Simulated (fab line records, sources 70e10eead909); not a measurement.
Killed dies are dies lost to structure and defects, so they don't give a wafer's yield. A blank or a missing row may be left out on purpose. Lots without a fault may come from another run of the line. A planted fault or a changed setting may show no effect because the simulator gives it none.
fab line records | flow nand_harc
record lots=13 wafers=38 last_day=33
route steps=1302 shown A_ZERO_WELL@403 A_SOURCE_PLATE@423 A_ONON_D1@424 END@1302
lots that met no fault: from a run of the same line without faults
start_h: hours from the record's first day to the start of the lot's first wafer shown | wait_h: hours since the lot's step before | " the same as in the row above | L1.1+2: a row that stands for several wafers | - no value, or no start given | * or withheld: withheld | < > ~ a bound
route shown NAME@n: a module of which the file shows steps, and the number in the route of the first | usual: mean/standard deviation of fault-free wafers | same: alike in all rows | chamber/n: place in a boat | sites: the reading at each site | _std_site: their standard deviation | _edge_site: outer sites' mean less inner sites' | radius_mm: how far each site lies from the wafer's centre | mask NAME#n: copy n | behind: the tool/chamber that last shaped the wafer | hold: why the lot was held/for how many hours/how that ended | device: the transistor (n, p or np) that didn't switch | end of line: the same wafers' tests at the end of the route | a step without rows: its recipe alone | killed: dies lost to structure and defects at the first sort, not the wafer's yield | map: a wafer's dies, x killed, . not, _ none there
set.NAME: the setting as run; set.NAME@STEP: as run at that earlier step | model.NAME: the simulator's own value behind a step, which no gauge read
steps of the route over a sample of lots; a table a step, a row a wafer
services: from which hour (start_h, from the record's first day; less than 0 if before it) a tool's chamber was out of use, for how many hours, and why
## steps
# step NHARC_A_ZERO_WELL_DESCUM_12
# recipe time_s=3 o2_flow_sccm=200 ar_flow_sccm=0 bias_power_w=0 chemistry=O2
# usual drypump_motor_current_A=5.6/0.4 oes_product_au=1.001/0.0078 rf_vpp_V=58.1/0.91 showerhead_plenum_p_Torr=1.98/0.092 throttle_valve_pct=11.311/0.0092
# columns lot.wafer tool chamber start_h wait_h drypump_motor_current_A oes_product_au rf_hours_counter_h rf_vpp_V showerhead_plenum_p_Torr throttle_valve_pct
L924.1 rie_diel-04 0 139.45 - 6.2 1.015 3 57.6 2.06 11.321
L924.4 " 1 " " 5.3 1.005 3 56.8 1.95 11.308
L924.3 " 3 " " 5.4 1.012 4 58.2 2.05 11.313
L925.1 rie_diel-04 0 157.03 - 6.2 1.015 4 57.9 2.06 11.301
L925.3 " 1 " " 5.2 1.003 4 58.3 1.95 11.322
L925.5 " 0 " " 6.2 1.008 - 58.1 2.06 11.301
L927.2 rie_diel-04 2 169.32 - 5.8 0.997 4 59.2 2.00 11.304
L927.3 " 3 " " 5.3 1.004 4 58.0 2.05 11.312
L927.1 " 0 " " 6.2 1.016 4 57.5 2.06 11.306
L929.4 rie_diel-04 1 189.99 - 5.2 0.997 0 57.9 1.95 11.296
L929.1 " 2 " " 5.8 1.009 0 57.5 2.00 11.317
L929.6 " 3 " " 5.4 1.010 - 58.3 2.05 11.302
L931.4 rie_diel-04 1 206.33 - 5.3 0.993 0 57.4 1.95 11.318
L931.3 " 2 " " 5.8 1.010 0 58.5 2.00 11.313
L931.5 " 2 " " 5.8 1.007 - 58.6 2.00 11.325
L932.4 rie_diel-09 0 217.28 - 5.3 1.009 12 58.5 1.79 11.294
L932.5 " 2 " " 5.2 1.000 - 57.2 1.79 11.307
L932.6 " 3 " " 6.0 0.991 - 58.4 2.05 11.299
L934.3 rie_diel-09 3 235.43 - 6.0 0.998 18 58.6 2.05 11.306
L934.4 " 0 " " 5.3 0.994 17 57.0 1.79 11.316
L934.6 " 3 " " 6.0 1.002 - 56.7 2.05 11.293
L936.1 rie_diel-04 1 256.80 - 5.3 0.988 2 57.1 1.95 11.317
L936.4 " 1 " " 5.3 0.995 - 59.6 1.95 11.308
L944.3 rie_diel-09 3 339.09 - 6.0 1.011 1 57.0 2.04 11.313
L944.4 " 0 " " 5.3 0.993 1 58.3 1.79 11.330
L944.5 " 1 " " 5.4 1.004 - 58.9 1.95 11.305
L943.4 rie_diel-09 3 339.97 - 6.0 0.998 1 57.7 2.04 11.312
L943.2 " 0 " " 5.3 0.987 1 57.2 1.79 11.319
L943.6 " 1 " " 5.4 1.003 - 58.5 1.95 11.304
L945.2 rie_diel-02 1 359.27 - 6.3 0.998 43 58.6 1.96 11.314
L945.4 " 3 " " 5.2 1.014 36 58.2 1.88 11.291
L945.6 " 1 " " 6.3 0.995 - 57.8 1.96 11.303
L946.3 rie_diel-09 3 365.81 - 6.0 0.999 4 59.9 2.04 11.320
L946.1 " 0 " " 5.3 1.003 6 58.0 1.79 11.301
L946.6 " 0 " " 5.3 1.009 - 55.8 1.79 11.323
L947.1 rie_diel-04 1 378.27 - 5.3 0.997 0 59.0 1.95 11.330
L947.4 " 2 " " 5.8 1.002 0 57.4 2.00 11.313
L947.5 " 1 " " 5.3 0.993 - 59.9 1.95 11.309
# step NHARC_A_SOURCE_PLATE_INSPECT_08
# usual raw_defect_count=56/24
# columns lot.wafer tool chamber start_h wait_h raw_defect_count
L924.1 defect_inspect-01 - 159.45 0.0 77
L924.3 " - " " 99
L924.4 " - " " 124
L925.1 defect_inspect-02 - 178.40 0.0 25
L925.3 " - " " 44
L925.5 " - " " 46
L927.1 defect_inspect-02 - 191.09 0.0 36
L927.2 " - " " 47
L927.3 " - " " 35
L929.1 defect_inspect-02 - 213.85 0.0 34
L929.4 " - " " 54
L929.6 " - " " 42
L931.3 defect_inspect-02 - 227.95 0.0 128
L931.4 " - " " 107
L931.5 " - " " 152
L932.4 defect_inspect-01 - 242.87 0.1 42
L932.5 " - " " 45
L932.6 " - " " 31
L934.3 defect_inspect-02 - 259.08 0.0 86
L934.4 " - " " 121
L934.6 " - " " 68
L936.1 defect_inspect-02 - 279.76 0.0 47
L936.4 " - " " 36
L943.2 defect_inspect-01 - 362.75 0.0 47
L943.4 " - " " 51
L943.6 " - " " 52
L944.3 defect_inspect-01 - 362.77 0.0 85
L944.4 " - " " 53
L944.5 " - " " 31
L945.2 defect_inspect-02 - 380.68 0.0 34
L945.4 " - " " 42
L945.6 " - " " 59
L946.1 defect_inspect-01 - 388.71 0.0 68
L946.3 " - " " 44
L946.6 " - " " 54
L947.1 defect_inspect-01 - 399.94 0.0 43
L947.4 " - " " 83
L947.5 " - " " 57
# step NHARC_A_ONON_D1_DEP_00
# recipe target_thk_a=10000 n2_flow_sccm=2750 n2o_flow_sccm=2000 nh3_flow_sccm=500 sih4_flow_sccm=210 temp_c=400
# usual sih4_flow_sccm=210.0/0.61 susceptor_temp_C=399.91/0.2
# columns lot.wafer tool chamber start_h wait_h sih4_flow_sccm susceptor_temp_C
L924.1 pecvd_onon-01 0 159.52 0.1 211.0 399.87
L924.3 " 0 " " 210.2 400.01
L924.4 " 0 " " 209.6 399.90
L925.1 pecvd_onon-02 0 178.46 0.1 209.5 399.53
L925.3 " 0 " " 210.4 399.38
L925.5 " 0 " " 209.8 399.80
L927.1 pecvd_onon-01 0 191.25 0.2 209.5 400.07
L927.2 " 0 " " 209.5 400.04
L927.3 " 0 " " 209.9 400.06
L929.1 pecvd_onon-02 0 213.92 0.1 210.5 399.82
L929.4 " 0 " " 211.8 399.53
L929.6 " 0 " " 209.8 400.21
L931.3 pecvd_onon-02 0 228.13 0.2 209.6 400.06
L931.4 " 0 " " 210.0 400.05
L931.5 " 0 " " 209.6 400.22
L932.4 pecvd_onon-02 0 243.11 0.2 209.9 400.15
L932.5 " 0 " " 209.7 399.70
L932.6 " 0 " " 210.5 400.03
L934.3 pecvd_onon-02 0 259.26 0.2 209.6 400.13
L934.4 " 0 " " 209.3 399.96
L934.6 " 0 " " 208.9 399.60
L936.1 pecvd_onon-02 0 279.83 0.1 210.0 399.94
L936.4 " 0 " " 210.0 399.71
L943.2 pecvd_onon-02 0 362.87 0.1 210.4 399.70
L943.4 " 0 " " 210.9 399.95
L943.6 " 0 " " 210.1 400.18
L944.3 pecvd_onon-01 0 362.95 0.2 210.5 400.19
L944.4 " 0 " " 209.4 399.62
L944.5 " 0 " " 209.5 400.03
L945.2 pecvd_onon-02 0 380.80 0.1 210.9 399.90
L945.4 " 0 " " 210.6 399.87
L945.6 " 0 " " 211.2 399.99
L946.1 pecvd_onon-02 0 388.78 0.1 210.3 400.17
L946.3 " 0 " " 209.9 400.00
L946.6 " 0 " " 209.7 399.99
L947.1 pecvd_onon-04 0 400.00 0.1 209.9 399.54
L947.4 " 0 " " 209.9 399.98
L947.5 " 0 " " 209.8 400.15
# step NHARC_A_ONON_D1_THK_MEAS_02
# recipe thk_meas_gauge=ellipsometry
# usual thk_nm=998/9.5
# columns lot.wafer tool chamber start_h wait_h thk_nm
L924.1 film_metro-02 - 160.03 - 994
L924.3 " - " " 993
L924.4 " - " " 992
L925.1 film_metro-02 - 178.97 - 1000
L925.3 " - " " 998
L925.5 " - " " 999
L927.1 film_metro-01 - 191.76 - 999
L927.2 " - " " 998
L927.3 " - " " 997
L929.1 film_metro-01 - 214.43 - 995
L929.4 " - " " 995
L929.6 " - " " 994
L931.3 film_metro-02 - 228.52 - 1005
L931.4 " - " " 1005
L931.5 " - " " 1007
L932.4 film_metro-02 - 243.45 - 1000
L932.5 " - " " 1002
L932.6 " - " " 1000
L934.3 film_metro-01 - 259.65 - 993
L934.4 " - " " 1792
L934.6 " - " " 996
L936.1 film_metro-01 - 280.34 - 1799
L936.4 " - " " 1798
L943.2 film_metro-01 - 363.33 - 998
L943.4 " - " " 996
L943.6 " - " " 996
L944.3 film_metro-02 - 363.35 - 993
L944.4 " - " " 994
L944.5 " - " " 992
L945.2 film_metro-01 - 381.26 - 1004
L945.4 " - " " 1004
L945.6 " - " " 1005
L946.1 film_metro-02 - 389.28 - 1002
L946.3 " - " " 1001
L946.6 " - " " 1004
L947.1 film_metro-01 - 400.52 - 1009
L947.4 " - " " 1010
L947.5 " - " " 1010
# step NHARC_END_SORT_01
# recipe temp_c=25
# usual killed_at_array=54/17 killed_at_other=1.0/1.4 killed_at_periphery=3.6/2.1 killed_dies=58/17 killed_open=3.2/2 killed_short=2.5/1.5
# same gross_dies=677
# columns lot.wafer tool chamber start_h wait_h killed_at_array killed_at_other killed_at_periphery killed_dies killed_open killed_short
L934.3 prober-01 0 656.15 3.1 36 4 5 45 3 2
L934.4 prober-01 0 656.95 3.4 668 7 2 677 2 3
L934.6 prober-01 0 658.54 4.0 52 3 4 59 3 1
L936.1 prober-01 0 686.91 2.5 670 0 7 677 5 3
L936.4 prober-01 0 689.36 3.4 668 1 8 677 3 4
# killed by level:class
L934.3 A_CHANNEL_HOLE_D2:chamber_film_flake=17 A_CHANNEL_HOLE_D1:chamber_film_flake=16 THIN_TSV:chamber_film_flake=4 A_WL_FILL:chamber_film_flake=2 P_GATE:geometric_particle:open=1 P_CONTACT:geometric_particle:short=1 P_CONTACT:geometric_particle:open=1 P_M0:geometric_particle:open=1
L934.4 A_ONON_D1:area_dep=610 A_CHANNEL_HOLE_D1:chamber_film_flake=35 A_CHANNEL_HOLE_D2:chamber_film_flake=14 THIN_TSV:chamber_film_flake=7 A_STAIRCASE:chamber_film_flake=2 P_GATE:geometric_particle:short=1 A_CHANNEL_FILL_D1:geometric_particle:short=1 A_ONON_D2:geometric_particle:short=1
L934.6 A_CHANNEL_HOLE_D1:chamber_film_flake=34 A_CHANNEL_HOLE_D2:chamber_film_flake=15 THIN_TSV:chamber_film_flake=3 P_CONTACT:geometric_particle:open=2 P_M2:geometric_particle:open=1 A_DECK1_JOINT:geometric_particle:short=1 P_M2:chamber_film_flake=1 A_CHANNEL_FILL_D1:chamber_film_flake=1
L936.1 A_ONON_D1:area_dep=643 A_SLIT:chamber_film_flake=8 A_CHANNEL_HOLE_D1:chamber_film_flake=5 P_BONDPAD:chamber_film_flake=4 A_CONTACT:chamber_film_flake=3 A_CHANNEL_HOLE_D2:geometric_particle:open=2 P_GATE:geometric_particle:short=1 A_CHANNEL_HOLE_D1:geometric_particle:open=1
L936.4 A_ONON_D1:area_dep=645 A_CHANNEL_HOLE_D1:chamber_film_flake=7 P_BONDPAD:chamber_film_flake=6 A_BLC:chamber_film_flake=5 A_WL_FILL:geometric_particle:short=2 A_CHANNEL_HOLE_D1:geometric_particle:short=1 A_CHANNEL_FILL_D1:geometric_particle:open=1 A_BLC:geometric_particle:short=1
## services
# columns tool chamber start_h hours kind
pecvd_onon-04 - 130.05 13.0 pm
rie_diel-09 - 143.10 9.0 pm
pecvd_onon-04 - 160.60 4.0 repair
rie_diel-04 1 168.94 4.7 repair
rie_diel-04 2 176.95 11.7 repair
rie_diel-04 - 177.90 9.0 pm
pecvd_onon-02 - 185.00 13.0 pm
rie_diel-02 2 211.09 14.7 repair
rie_diel-02 - 216.87 9.0 pm
rie_diel-02 2 240.20 3.8 repair
rie_diel-04 2 243.52 17.9 repair
rie_diel-04 2 267.98 3.5 repair
pecvd_onon-01 - 269.10 13.0 pm
rie_diel-02 3 285.73 22.0 repair
rie_diel-09 2 293.32 3.6 repair
rie_diel-09 0 294.86 1.2 repair
rie_diel-04 3 310.87 1.5 repair
pecvd_onon-04 - 311.05 13.0 pm
rie_diel-09 - 320.10 9.0 pm
rie_diel-09 - 341.46 0.5 repair
rie_diel-09 3 343.53 14.6 repair
rie_diel-04 - 354.90 9.0 pm
pecvd_onon-02 - 366.00 13.0 pm
rie_diel-02 - 393.87 9.0 pm
## key
first_sign step=NHARC_A_ONON_D1_THK_MEAS_02 reading=thk_nm direction=up sigmas=84 usual=998 struck=1796
effect step=NHARC_END_SORT_01 reading=killed_dies direction=up sigmas=36 usual=58 struck=677
more_kills_born_at NHARC_A_ONON_D1_DEP_00@pecvd_onon-02=1898
met_at NHARC_A_ONON_D1_DEP_00
struck_lots L934,L936
struck_wafers L934.4,L936.1,L936.4
later_rows_left_out L934.4,L936.1,L936.4
tester_left_out L934,L936
not_acting_at NHARC_A_ZERO_WELL_DESCUM_12,NHARC_A_SOURCE_PLATE_INSPECT_08
onset_between 243.11 259.26
fault kind=process_parameter_drift tool=pecvd_onon-02 chamber=- onset_h=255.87 steps=NHARC_A_ONON_D1_DEP_00 channel=target_thk_a offset=* shape=step end_h=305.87 scope=struck_wafers_only acts_in=* stated=*
# tester_left_out: of these lots the tester's yield and bins aren't shown, on N5 and GAA mostly nor the transistor test; their killed dies are dies lost to structure and defects alone, not to doping, threshold or leakage, so they don't give the yield
# later_rows_left_out: the simulator's readings of these wafers behind a module that went badly wrong aren't trusted and aren't shown, but for the sort
